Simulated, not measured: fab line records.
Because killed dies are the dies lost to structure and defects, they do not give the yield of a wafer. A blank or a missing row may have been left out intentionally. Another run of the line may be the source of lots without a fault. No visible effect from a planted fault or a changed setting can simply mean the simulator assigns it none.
fab line records    flow n5-finfet
record lots=7  wafers=21  last-day=17
route steps=1938 shown BEOL_M1@778 BEOL_M4@1111 PASSIVATION@1936
lots that met no fault: from a run of the same line without faults
start-h: hours from the record's first day to the start of the lot's first wafer shown    wait-h: time in hours since the lot's previous step    " unchanged from the row above    L1.1+2: a row that stands for several wafers    - no value present, or no start provided    * or withheld: withheld    < > ~ a bound
route shown NAME@n: a module of which the file shows steps, and the number in the route of the first    usual: mean/standard deviation taken from wafers without a fault    same: alike in all rows    chamber/n: place in a boat    sites: readings site by site    _std_site: standard deviation of those values    _edge_site: mean of outer sites minus mean of inner sites    radius-mm: for every site, how far away it sits from the centre of the wafer    mask NAME#n: copy n    behind: tool/chamber where the wafer was last shaped    hold: reason for holding the lot/hours on hold/outcome of the hold    device: the n, p or np transistor that did not switch    end of line: at the end of the route, the tests of the same wafers    a step given without rows: its recipe and nothing more    killed: dies lost to structure and defects at the first sort, not the wafer's yield    map: the dies of a wafer, with x for killed, . for not killed, _ for no die there
set.NAME: the setting that was run; set.NAME@STEP: the one run at that earlier step    model.NAME: the simulator's own value behind a step, which no gauge read
a table for each step, a row for each wafer; lots at some steps of the route
services: a tool's chamber out of use, with start hour (start-h, from the record's first day; less than 0 if before it), hours out, and reason
## steps
# step N5_BEOL_M1_COAT_68
# recipe resist=SiARC  temp-c=220  time-s=60  spin-rpm=1500  resist-thk-nm=12
# step N5_BEOL_M1_COAT_76
# recipe resist=underlayer  temp-c=205  time-s=60  spin-rpm=1500  resist-thk-nm=5
# step N5_BEOL_M1_COAT_22
# recipe resist=CAR-EUV  spin-rpm=1500  resist-thk-nm=30
# step N5_BEOL_M1_EBR_24
# recipe solvent=PGMEA  ebr-width-mm=1.5
# step N5_BEOL_M1_SOFTBAKE_23
# recipe temp-c=110  time-s=60  resist=CAR-EUV
# step N5_BEOL_M1_EXPOSE_25
# recipe mask-id=V0  na=0.33  source-shape=quasar  sigma-inner=0.2  sigma-outer=0.8  polarization=unpolarized  defocus-nm=5  target-cd-nm=24  dose-mj=63
# step N5_BEOL_M1_PEB_26
# recipe peb-temp-c=100  peb-time-s=60  resist=CAR-EUV
# step N5_BEOL_M1_DEVELOP_27
# recipe develop-time-s=30  developer=TMAH  resist=CAR-EUV  rinse-liquid=surfactant-rinse  dry=air-spin  dev-temp-c=23
# step N5_BEOL_M1_CD_MEAS_28
# recipe landing-energy-ev=500  detector=se-inlens  target-cd-y-nm=23.3
# usual cd-nm=23.89/0.25
lot.wafer  tool       chamber  start-h  wait-h  cd-nm
L909.1     cd-sem-01  0        144.48   -       24.17
L909.2     "          0        "        "       24.20
L909.5     "          0        "        "       23.72
L913.2     cd-sem-02  0        158.86   -       24.04
L913.3     "          0        "        "       23.61
L913.5     "          0        "        "       23.90
L918.1     cd-sem-01  0        197.75   -       23.77
L918.3     "          0        "        "       23.98
L918.5     "          0        "        "       23.49
L919.3     cd-sem-03  0        201.00   -       23.68
L919.5     "          0        "        "       23.82
L919.6     "          0        "        "       23.82
L922.1     cd-sem-02  0        222.69   -       23.82
L922.2     "          0        "        "       23.50
L922.6     "          0        "        "       23.56
L928.1     cd-sem-03  0        247.45   -       23.76
L928.3     "          0        "        "       24.07
L928.6     "          0        "        "       23.73
L929.3     cd-sem-03  0        253.14   -       23.78
L929.5     "          0        "        "       24.14
L929.6     "          0        "        "       23.87
# step N5_BEOL_M1_OVL_MEAS_29
# recipe points-per-wafer=522
# usual V0_OVL=-0.8/0.6
lot.wafer  tool        chamber  start-h  wait-h  V0_OVL[nm]
L909.1     overlay-01  0        144.51   0.0     -0.6
L909.2     "           0        "        "       -1.6
L909.5     "           0        "        "       -0.1
L913.2     overlay-02  0        158.89   0.0     -1.1
L913.3     "           0        "        "       -0.4
L913.5     "           0        "        "       -1.6
L918.1     overlay-01  0        197.78   0.0     -1.3
L918.3     "           0        "        "       -1.1
L918.5     "           0        "        "       -1.3
L919.3     overlay-01  0        201.04   0.0     -0.4
L919.5     "           0        "        "       -0.5
L919.6     "           0        "        "       -0.9
L922.1     overlay-01  0        222.72   0.0     -1.2
L922.2     "           0        "        "       -0.9
L922.6     "           0        "        "       -1.4
L928.1     overlay-02  0        247.48   0.0     -0.9
L928.3     "           0        "        "       -1.2
L928.6     "           0        "        "       -0.4
L929.3     overlay-02  0        253.18   0.0     0.0
L929.5     "           0        "        "       -1.1
L929.6     "           0        "        "       -0.8
# step N5_BEOL_M1_INSPECT_30
# recipe mode=adi  inspect-instrument=brightfield
# usual raw-defect-count=414/100
lot.wafer  tool               chamber  start-h  wait-h  raw-defect-count
L909.1     defect-inspect-01  -        144.57   0.1     365
L909.2     "                  -        "        "       401
L909.5     "                  -        "        "       393
L913.2     defect-inspect-02  -        158.94   0.0     288
L913.3     "                  -        "        "       364
L913.5     "                  -        "        "       406
L918.1     defect-inspect-02  -        197.84   0.1     331
L918.3     "                  -        "        "       389
L918.5     "                  -        "        "       327
L919.3     defect-inspect-02  -        201.09   0.0     281
L919.5     "                  -        "        "       500
L919.6     "                  -        "        "       424
L922.1     defect-inspect-01  -        222.78   0.1     312
L922.2     "                  -        "        "       452
L922.6     "                  -        "        "       475
L928.1     defect-inspect-02  -        247.53   0.1     485
L928.3     "                  -        "        "       690
L928.6     "                  -        "        "       690
L929.3     defect-inspect-01  -        253.23   0.0     405
L929.5     "                  -        "        "       615
L929.6     "                  -        "        "       502
# step N5_BEOL_M1_DESCUM_33
# recipe chemistry=O2  time-s=7  source-power-w=50  bias-power-w=20  pressure-mtorr=20  rf-frequency-hz=2.712e+07  temp-c=40  resist=CAR-EUV  o2-flow-sccm=225
# usual drypump-motor-current-A=5.7/0.38  oes-product-au=0.79/0.079  rf-vpp-V=243.4/1.4  showerhead-plenum-p-Torr=2.10/0.081  throttle-valve-pct=20.26/0.29
# same time-s=7
lot.wafer  tool         chamber  start-h  wait-h  drypump-motor-current-A  oes-product-au  rf-hours-counter-h  rf-vpp-V  showerhead-plenum-p-Torr  throttle-valve-pct
L909.1     rie-diel-06  0        144.61   0.0     5.8                      0.92            29                  242.3     2.04                      20.38
L909.2     "            2        "        "       5.2                      0.71            198                 243.5     2.06                      20.57
L909.5     "            1        "        "       5.9                      0.87            -                   243.7     2.11                      19.74
L913.2     rie-diel-01  2        158.98   0.0     6.1                      0.71            211                 241.1     2.00                      20.62
L913.3     "            0        "        "       5.2                      0.72            169                 244.3     2.15                      20.33
L913.5     "            2        "        "       6.0                      0.70            -                   240.9     2.00                      20.63
L918.1     rie-diel-01  3        197.87   0.0     6.3                      0.89            53                  242.6     2.03                      20.09
L918.3     "            1        "        "       5.8                      0.70            199                 242.2     2.07                      20.26
L918.5     "            0        "        "       5.2                      0.71            -                   245.2     2.15                      20.34
L919.3     rie-diel-01  3        201.19   0.1     6.2                      0.88            54                  242.4     2.03                      20.10
L919.5     "            0        "        "       5.2                      0.71            -                   245.5     2.15                      20.35
L919.6     "            3        "        "       6.2                      0.88            -                   242.0     2.03                      20.08
L922.1     rie-diel-01  2        222.81   0.0     6.1                      0.69            230                 243.2     2.00                      20.67
L922.2     "            3        "        "       6.2                      0.87            59                  242.9     2.03                      20.10
L922.6     "            1        "        "       5.8                      0.70            -                   242.0     2.07                      20.27
L928.1     rie-diel-03  2        247.57   0.0     5.2                      0.73            184                 241.9     1.98                      19.96
L928.3     "            1        "        "       6.0                      0.78            103                 244.8     2.19                      19.96
L928.6     "            2        "        "       5.2                      0.74            -                   241.7     1.98                      19.97
L929.3     rie-diel-06  2        253.26   0.0     5.2                      0.70            232                 242.3     2.05                      20.64
L929.5     "            1        "        "       5.9                      0.84            -                   243.2     2.10                      19.79
L929.6     "            2        "        "       5.2                      0.70            -                   243.7     2.05                      20.64
# step N5_BEOL_M1_ETCH_77
# recipe chemistry=N2/H2  target=underlayer  target-depth-a=65  mask-material=CAR-EUV  time-s=5.2  ion-energy-ev=200  pressure-mtorr=30  source-w=840  bias-w=150  n2-flow-sccm=200  h2-flow-sccm=200  ends=cleared
# usual drypump-motor-current-A=5.7/0.38  etch-rf-on-time-s=5.21/0.11  oes-product-au=0.67/0.065  rf-fwd-power-W=819.1/2.6  rf-vpp-V=524/3.1  showerhead-plenum-p-Torr=2.56/0.1  throttle-valve-pct=17.7/0.33
lot.wafer  tool         chamber  start-h  wait-h  drypump-motor-current-A  etch-rf-on-time-s  oes-product-au  rf-fwd-power-W  rf-hours-counter-h  rf-vpp-V  showerhead-plenum-p-Torr  throttle-valve-pct
L909.1     rie-diel-06  0        144.64   0.0     5.8                      5.32               0.78            818.8           29                  523       2.47                      17.6
L909.2     "            2        "        "       5.2                      5.26               0.61            819.1           198                 525       2.53                      18.2
L909.5     "            1        "        "       5.9                      5.13               0.76            818.9           -                   525       2.58                      17.3
L913.2     rie-diel-01  2        159.01   0.0     6.1                      5.20               0.60            818.1           211                 521       2.41                      17.9
L913.3     "            0        "        "       5.3                      5.41               0.62            821.4           169                 525       2.65                      18.0
L913.5     "            2        "        "       6.1                      5.17               0.60            817.8           -                   521       2.41                      17.9
L918.1     rie-diel-01  3        197.91   0.0     6.2                      6.42               0.67            616.1           53                  570       2.48                      17.5
L918.3     "            1        "        "       5.8                      5.03               0.63            824.1           199                 520       2.52                      17.7
L918.5     "            0        "        "       5.2                      5.26               0.61            816.3           -                   526       2.64                      18.0
L919.3     rie-diel-01  3        201.22   0.0     6.3                      6.45               0.67            613.0           54                  571       2.48                      17.5
L919.5     "            0        "        "       5.2                      5.31               0.62            821.3           -                   526       2.64                      18.0
L919.6     "            3        "        "       6.3                      6.46               0.67            617.2           -                   571       2.47                      17.5
L922.1     rie-diel-01  2        222.85   0.0     6.1                      5.08               0.60            816.3           230                 520       2.40                      17.9
L922.2     "            3        "        "       6.3                      6.54               0.66            617.8           59                  569       2.47                      17.5
L922.6     "            1        "        "       5.9                      5.08               0.61            817.0           -                   523       2.52                      17.7
L928.1     rie-diel-03  2        247.60   0.0     5.2                      5.33               0.62            820.1           184                 520       2.44                      17.6
L928.3     "            1        "        "       6.0                      5.34               0.65            817.3           103                 527       2.67                      17.4
L928.6     "            2        "        "       5.2                      5.31               0.62            824.3           -                   521       2.44                      17.6
L929.3     rie-diel-06  2        253.29   0.0     5.2                      5.23               0.60            818.2           232                 522       2.51                      18.2
L929.5     "            1        "        "       5.9                      5.14               0.73            820.5           -                   523       2.57                      17.3
L929.6     "            2        "        "       5.2                      5.23               0.60            816.5           -                   522       2.51                      18.2
# step N5_BEOL_M1_ETCH_69
# recipe chemistry=CF4  target=SiARC  target-depth-a=156  mask-material=CAR-EUV  time-s=26  ion-energy-ev=80  pressure-mtorr=40  source-w=545  bias-w=36  Ar_flow_sccm=100  cf4-flow-sccm=100  ends=cleared
# usual drypump-motor-current-A=5.7/0.38  etch-rf-on-time-s=26.0/0.44  oes-product-au=0.67/0.065  rf-fwd-power-W=532.0/2  rf-vpp-V=184.2/1.3  showerhead-plenum-p-Torr=2.16/0.08  throttle-valve-pct=15.52/0.27
lot.wafer  tool         chamber  start-h  wait-h  drypump-motor-current-A  etch-rf-on-time-s  oes-product-au  rf-fwd-power-W  rf-hours-counter-h  rf-vpp-V  showerhead-plenum-p-Torr  throttle-valve-pct
L909.1     rie-diel-06  0        144.66   0.0     5.8                      26.2               0.78            529.5           29                  182.6     2.09                      15.53
L909.2     "            2        "        "       5.2                      26.1               0.62            532.3           198                 186.2     2.14                      16.00
L909.5     "            1        "        "       5.9                      25.8               0.76            530.9           -                   183.9     2.17                      15.04
L913.2     rie-diel-01  2        159.03   0.0     6.1                      25.3               0.62            530.7           211                 183.2     2.04                      15.78
L913.3     "            0        "        "       5.2                      26.3               0.62            536.9           169                 183.7     2.21                      15.65
L913.5     "            2        "        "       6.1                      25.4               0.61            529.2           -                   183.9     2.04                      15.76
L918.1     rie-diel-01  3        197.92   0.0     6.2                      25.8               0.75            531.9           53                  183.7     2.10                      15.40
L918.3     "            1        "        "       5.9                      25.3               0.62            533.3           199                 182.9     2.13                      15.54
L918.5     "            0        "        "       5.2                      26.3               0.61            534.3           -                   184.4     2.21                      15.67
L919.3     rie-diel-01  3        201.24   0.0     6.2                      26.1               0.75            530.7           54                  183.8     2.10                      15.38
L919.5     "            0        "        "       5.2                      26.4               0.61            536.7           -                   185.5     2.21                      15.67
L919.6     "            3        "        "       6.2                      26.3               0.75            532.5           -                   182.9     2.10                      15.41
L922.1     rie-diel-01  2        222.86   0.0     6.1                      25.5               0.60            531.6           230                 183.3     2.03                      15.80
L922.2     "            3        "        "       6.2                      25.9               0.75            533.8           59                  182.7     2.10                      15.40
L922.6     "            1        "        "       5.8                      25.9               0.61            533.6           -                   183.5     2.13                      15.58
L928.1     rie-diel-03  2        247.62   0.0     5.2                      26.3               0.62            531.4           184                 182.7     2.04                      15.31
L928.3     "            1        "        "       6.0                      26.7               0.66            532.1           103                 184.8     2.25                      15.24
L928.6     "            2        "        "       5.2                      26.4               0.62            530.8           -                   184.2     2.04                      15.31
L929.3     rie-diel-06  2        253.31   0.0     5.3                      25.8               0.59            532.5           232                 185.2     2.13                      16.04
L929.5     "            1        "        "       5.9                      25.5               0.73            529.5           -                   183.5     2.16                      15.12
L929.6     "            2        "        "       5.2                      25.7               0.60            529.3           -                   186.4     2.13                      16.05
# step N5_BEOL_M4_RC_MEAS_101
# usual DIBL_N=36.9/1.7  DIBL_P=36.7/2.1  IOFF_N=0.17/0.032  IOFF_P=0.22/0.036  ION_N=674/12  ION_P=461/7  SS_N=71.7/0.6  SS_P=73.4/0.67  VT_N=249/3.1  VT_P=-250/3.2
lot.wafer  tool       chamber  start-h  wait-h  DIBL_N[mV/V]  DIBL_P[mV/V]  IOFF_N[nA/um]  IOFF_P[nA/um]  ION_N[uA/um]  ION_P[uA/um]  SS_N[mV/dec]  SS_P[mV/dec]  VT_N[mV]  VT_P[mV]
L909.1     prober-02  0        185.74   0.0     37.0          35.6          0.16           0.17           667           455           71.3          73.3          250       -253
L909.2     "          0        "        "       37.5          35.7          0.17           0.17           677           452           71.7          73.2          251       -257
L909.5     "          0        "        "       36.3          35.5          0.15           0.16           672           453           71.6          73.3          254       -258
L913.2     prober-01  0        197.12   0.2     39.2          40.7          0.25           0.24           700           465           73.1          74.6          244       -252
L913.3     "          0        "        "       36.3          36.8          0.16           0.19           663           442           71.9          73.2          252       -255
L913.5     "          0        "        "       40.2          41.3          0.27           0.26           700           462           72.8          74.4          243       -250
L918.1     prober-01  0        231.77   0.0     38.4          37.2          0.21           0.25           687           464           72.9          73.5          247       -246
L918.3     "          0        "        "       37.7          35.6          0.18           0.23           672           462           72.1          72.9          251       -247
L918.5     "          0        "        "       36.0          33.9          0.16           0.20           673           456           71.8          72.3          251       -250
L919.3     prober-01  0        241.18   0.3     35.9          36.4          0.16           0.22           668           464           71.4          73.7          249       -249
L919.5     "          0        "        "       34.6          35.9          0.14           0.20           665           463           71.1          72.9          250       -249
L919.6     "          0        "        "       38.3          38.8          0.20           0.25           690           473           72.5          73.7          246       -247
L922.1     prober-01  0        257.08   0.0     35.7          33.8          0.15           0.19           678           461           71.1          72.7          247       -250
L922.2     "          0        "        "       37.6          37.9          0.20           0.27           681           470           71.9          73.9          247       -246
L922.6     "          0        "        "       38.5          37.4          0.21           0.25           681           461           71.8          73.8          245       -245
L928.1     prober-02  0        293.04   0.0     33.9          32.4          0.11           0.16           653           450           71.3          72.7          255       -253
L928.3     "          0        "        "       34.6          33.8          0.13           0.19           654           453           72.4          73.2          253       -251
L928.6     "          0        "        "       34.1          33.3          0.13           0.17           659           451           70.8          72.8          255       -250
L929.3     prober-02  0        295.51   0.3     40.0          40.8          0.26           0.32           698           473           73.2          75.6          244       -245
L929.5     "          0        "        "       38.0          38.5          0.20           0.27           691           468           72.0          73.5          250       -246
L929.6     "          0        "        "       37.7          38.6          0.20           0.28           682           466           71.4          74.5          247       -246
# step N5_PASSIVATION_PROBE_49
# usual defect-limited-yield=91.7/1.5  killed_at_M0_to_M3=32/9.6  killed_at_M4_up=13/5.3  killed-at-contacts=12/6.8  killed-at-front-end=36/9.8  killed-at-other=4/3.1  killed-dies=98/17  killed-open=65/13  killed-short=32/8.5  sort_bin_4_leakage=0.00/0.007  sort_bin_5_function=4.9/0.93  sort_bin_6_memory=3.2/0.67  sort_bin_8_speed=0.00/0.02  sort-n-pass=1082/17  sort-yield-pct=91.7/1.4
# same gross-dies=1180  killed-at-back-side=0
lot.wafer  tool       chamber  start-h  wait-h  defect-limited-yield[%]  killed_at_M0_to_M3  killed_at_M4_up  killed-at-contacts  killed-at-front-end  killed-at-other  killed-dies  killed-open  killed-short  sort_bin_4_leakage[%]  sort_bin_5_function[%]  sort_bin_6_memory[%]  sort_bin_8_speed[%]  sort-n-pass  sort-yield-pct[%]
L909.1     prober-02  -        280.34   0.0     91.9                     50                  5                5                   31                   5                96           56           38            0                      4.2                     3.7                   0                    1084         91.9
L909.2     prober-02  -        280.39   0.1     92.3                     26                  11               8                   42                   4                91           54           35            0                      4.1                     3.5                   0                    1089         92.3
L909.5     prober-02  -        280.54   0.2     89.5                     42                  17               9                   55                   1                124          71           52            0                      6.3                     4.0                   0                    1056         89.5
L918.1     prober-02  -        329.85   0.0     92.1                     44                  17               7                   23                   2                93           62           31            0                      4.9                     2.5                   0                    1087         92.1
L918.3     prober-02  -        329.95   0.1     92.0                     42                  9                15                  28                   0                94           63           31            0                      4.7                     3.1                   0                    1086         92.0
L918.5     prober-02  -        330.05   0.2     90.7                     50                  11               12                  36                   1                110          84           26            0                      4.7                     4.4                   0                    1070         90.7
L922.1     prober-02  -        361.00   0.9     91.4                     32                  17               2                   46                   5                102          71           30            0                      5.2                     3.4                   0                    1078         91.4
L922.2     prober-02  -        361.05   1.0     90.9                     31                  20               4                   48                   4                107          73           32            0                      5.5                     3.2                   0                    1073         90.9
L922.6     prober-02  -        361.25   1.2     91.0                     31                  20               9                   40                   6                106          72           34            0                      5.7                     3.1                   0                    1074         91.0
L929.3     prober-02  -        395.88   0.1     89.3                     32                  15               23                  45                   11               126          79           46            0                      6.6                     3.8                   0.08                 1054         89.3
L929.5     prober-02  -        395.98   0.2     89.2                     27                  28               14                  52                   7                128          85           43            0                      6.4                     4.0                   0                    1052         89.2
L929.6     prober-02  -        396.03   0.3     91.0                     21                  6                20                  51                   8                106          75           30            0                      4.8                     4.1                   0                    1074         91.0
# killed by level:class
L909.1 BEOL_M1:geometric-particle:open=16 BEOL_M0_SAQP:geometric-particle:short=14 BEOL_M0_SAQP:geometric-particle:open=9 GATE_CUT:geometric-particle:short=5 MOL_CONTACT_COAG:geometric-particle:open=5 FIN_SAQP:geometric-particle:short=4 DUMMY_GATE:geometric-particle:open=4 BEOL_M3:geometric-particle:open=4
L909.2 STI_FIN_REVEAL:geometric-particle:open=10 GATE_CUT:geometric-particle:short=7 BEOL_M1:geometric-particle:open=7 STI_FIN_REVEAL:geometric-particle:short=5 MOL_CONTACT_COAG:geometric-particle:open=5 BEOL_M0_SAQP:geometric-particle:short=5 BEOL_M0_SAQP:geometric-particle:open=4 BEOL_M4:geometric-particle:open=4
L909.5 STI_FIN_REVEAL:geometric-particle:open=15 BEOL_M0_SAQP:geometric-particle:short=15 BEOL_M3:geometric-particle:open=10 FIN_SAQP:geometric-particle:short=9 BEOL_M0_SAQP:geometric-particle:open=9 MOL_CONTACT_COAG:geometric-particle:open=8 GATE_CUT:geometric-particle:short=5 BEOL_M8:geometric-particle:open=5
L918.1 BEOL_M0_SAQP:geometric-particle:short=16 BEOL_M0_SAQP:geometric-particle:open=9 BEOL_M3:geometric-particle:open=9 BEOL_M4:geometric-particle:open=7 STI_FIN_REVEAL:geometric-particle:open=6 MOL_CONTACT_COAG:geometric-particle:open=6 FIN_SAQP:geometric-particle:open=5 BEOL_M0:geometric-particle:open=4
L918.3 MOL_CONTACT_COAG:geometric-particle:open=14 BEOL_M0_SAQP:geometric-particle:short=12 BEOL_M0_SAQP:geometric-particle:open=9 STI_FIN_REVEAL:geometric-particle:open=8 BEOL_M4:geometric-particle:open=8 BEOL_M3:geometric-particle:open=7 BEOL_M1:geometric-particle:open=6 BEOL_M3:geometric-particle:short=6
L918.5 STI_FIN_REVEAL:geometric-particle:open=14 BEOL_M3:geometric-particle:open=12 MOL_CONTACT_COAG:geometric-particle:open=11 BEOL_M0_SAQP:geometric-particle:short=10 BEOL_M0:geometric-particle:open=9 FIN_SAQP:geometric-particle:open=7 BEOL_M0_SAQP:geometric-particle:open=7 FIN_SAQP:geometric-particle:short=6
L922.1 STI_FIN_REVEAL:geometric-particle:open=11 FIN_SAQP:geometric-particle:open=10 BEOL_M5:geometric-particle:open=8 FIN_SAQP:geometric-particle:short=7 BEOL_M0_SAQP:geometric-particle:open=7 BEOL_M0_SAQP:geometric-particle:short=7 BEOL_M2:geometric-particle:open=6 BEOL_M3:geometric-particle:open=6
L922.2 FIN_SAQP:geometric-particle:open=15 STI_FIN_REVEAL:geometric-particle:open=8 FIN_SAQP:geometric-particle:short=7 BEOL_M0_SAQP:geometric-particle:open=7 BEOL_M2:geometric-particle:open=7 BEOL_M2:geometric-particle:short=5 BEOL_M5:geometric-particle:open=5 MOL_CONTACT_COAG:geometric-particle:open=4
L922.6 FIN_SAQP:geometric-particle:short=16 FIN_SAQP:geometric-particle:open=15 MOL_CONTACT_COAG:geometric-particle:open=9 BEOL_M4:geometric-particle:open=9 BEOL_M0:geometric-particle:open=7 BEOL_M6:geometric-particle:open=6 BEOL_M0_SAQP:geometric-particle:open=5 BEOL_M0_SAQP:geometric-particle:short=5
L929.3 MOL_CONTACT_COAG:geometric-particle:open=16 BEOL_M0_SAQP:geometric-particle:open=11 FIN_SAQP:geometric-particle:short=10 BEOL_M4:geometric-particle:open=9 STI_FIN_REVEAL:geometric-particle:open=7 BEOL_M0_SAQP:geometric-particle:short=7 DUMMY_GATE:geometric-particle:open=7 MOL_CONTACT_COAG:geometric-particle:short=7
L929.5 BEOL_M4:geometric-particle:open=14 FIN_SAQP:geometric-particle:short=13 MOL_CONTACT_COAG:geometric-particle:open=11 FIN_SAQP:geometric-particle:open=8 DUMMY_GATE:geometric-particle:open=8 BEOL_M1:geometric-particle:open=6 BEOL_M0_SAQP:geometric-particle:open=5 GATE_CUT:geometric-particle:open=4
L929.6 MOL_CONTACT_COAG:geometric-particle:open=17 FIN_SAQP:geometric-particle:open=15 STI_FIN_REVEAL:geometric-particle:open=12 FIN_SAQP:geometric-particle:short=8 DUMMY_GATE:geometric-particle:open=5 BEOL_M0_SAQP:geometric-particle:open=5 BEOL_M3:geometric-particle:open=5 STARTING-WAFER:geometric-particle:short=4
## services
tool         chamber  start-h  hours  kind
rie-diel-06  0        191.26   3.2    repair
rie-diel-03  0        195.40   6.6    repair
rie-diel-06  1        206.40   12.2   repair
rie-diel-06  -        215.37   0.3    repair
rie-diel-03  3        218.34   1.6    repair
rie-diel-03  -        218.39   7.2    repair
rie-diel-03  3        231.56   -      clean
rie-diel-03  3        231.56   -      consumable-replace:focus-ring
rie-diel-03  3        231.56   15.0   scheduled-down
rie-diel-03  3        231.56   15.0   vent-cycle
rie-diel-06  3        248.87   4.0    repair
## key
first-sign step=N5_BEOL_M1_ETCH_77  reading=rf-fwd-power-W  direction=down  sigmas=78  usual=*  struck=*
effect step=N5_BEOL_M1_ETCH_77  reading=rf-vpp-V  direction=up  sigmas=15  usual=524  struck=570
met-at N5_BEOL_M1_ETCH_77
struck-wafers L918.1,L919.3,L919.6,L922.2
fault kind=process-parameter-drift  tool=rie-diel-01  chamber=3  onset-h=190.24  steps=N5_BEOL_M1_ETCH_77  channel=source-w  offset=-201.6  shape=step  end-h=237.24  acts-in=these-recipes-only  stated=840
